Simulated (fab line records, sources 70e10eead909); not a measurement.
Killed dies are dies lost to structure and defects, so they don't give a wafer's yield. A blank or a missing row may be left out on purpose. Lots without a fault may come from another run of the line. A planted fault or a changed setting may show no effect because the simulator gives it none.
Chamber matching | flow nand_harc | NHARC_A_SLIT_DESCUM_14 on rie_diel-11: 4 sister chambers
The step chemistry O2, time 3 s. 20 wafers are shown with their chamber, then 10 later ones without.

WAFERS WITH THEIR CHAMBER
wafer  | chamber | drypump_motor_current_A (A) | throttle_valve_pct (%) | oes_product_au (a.u.)
L077.2 | 3       | 5.6                         | 11.302                 | 1.010
L077.4 | 0       | 6.0                         | 11.313                 | 1.003
L077.6 | 3       | 5.6                         | 11.306                 | 1.018
L079.1 | 0       | 5.9                         | 11.302                 | 1.016
L079.2 | 1       | 6.3                         | 11.311                 | 0.997
L079.3 | 3       | 5.6                         | 11.314                 | 1.000
L082.1 | 0       | 6.0                         | 11.310                 | 1.010
L082.2 | 1       | 6.2                         | 11.305                 | 1.003
L082.5 | 0       | 6.0                         | 11.299                 | 1.007
L084.1 | 1       | 6.2                         | 11.307                 | 0.997
L084.3 | 2       | 5.9                         | 11.327                 | 0.998
L084.6 | 1       | 6.2                         | 11.307                 | 0.990
L085.1 | 0       | 6.0                         | 11.324                 | 0.990
L085.2 | 1       | 6.2                         | 11.299                 | 1.005
L085.4 | 2       | 5.9                         | 11.331                 | 1.006
L088.1 | 3       | 5.6                         | 11.315                 | 0.992
L088.2 | 2       | 5.9                         | 11.308                 | 0.991
L088.5 | 3       | 5.6                         | 11.315                 | 0.993
L093.2 | 2       | 5.9                         | 11.309                 | 1.018
L093.3 | 3       | 5.6                         | 11.314                 | 0.994

SIGNATURES (means of the wafers above)
reading                 | chamber 0 | chamber 1 | chamber 2 | chamber 3 | scatter within a chamber
drypump_motor_current_A | 5.980     | 6.220     | 5.900     | 5.600     | 0.0316
throttle_valve_pct      | 11.30960  | 11.30580  | 11.31875  | 11.31100  | 0.0081
oes_product_au          | 1.00520   | 0.99840   | 1.00325   | 1.00117   | 0.00964
Rule: a wafer's distance from a chamber is the root of the sum, over the readings, of the square of ((its reading less the chamber's mean) divided by the reading's scatter). The wafer belongs to the nearest chamber; if the next one is less than 2 further off, it can't be placed. The scatter: the root of (the sum of the squares of (reading less its chamber's mean) over the shown wafers, divided by (wafers less chambers)).

WAFERS WITHOUT THEIR CHAMBER
wafer  | drypump_motor_current_A (A) | throttle_valve_pct (%) | oes_product_au (a.u.)
L093.6 | 6.0                         | 11.319                 | 1.026
L093.1 | 6.0                         | 11.317                 | 1.039
L093.4 | 6.2                         | 11.327                 | 1.021
L093.5 | 5.6                         | 11.308                 | 1.002
L096.2 | 6.3                         | 11.306                 | 1.009
L096.3 | 5.6                         | 11.300                 | 1.006
L096.4 | 5.9                         | 11.318                 | 1.016
L096.1 | 5.9                         | 11.313                 | 1.021
L096.5 | 6.2                         | 11.313                 | 1.015
L096.6 | 5.9                         | 11.319                 | 1.014

WHICH CHAMBER EACH WENT THROUGH
wafer  | from the rows above     | in truth
L093.6 | can't be placed: 0 or 2 | 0
L093.1 | can't be placed: 0 or 2 | 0
L093.4 | 1                       | 1
L093.5 | 3                       | 3
L096.2 | 1                       | 1
L096.3 | 3                       | 3
L096.4 | can't be placed: 2 or 0 | 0
L096.1 | can't be placed: 2 or 0 | 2
L096.5 | 1                       | 1
L096.6 | can't be placed: 2 or 0 | 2
Placed correctly: 5 of 10. Can't be placed from these rows: 5 (the true chamber is among the candidates in 5). Placed wrongly: 0.
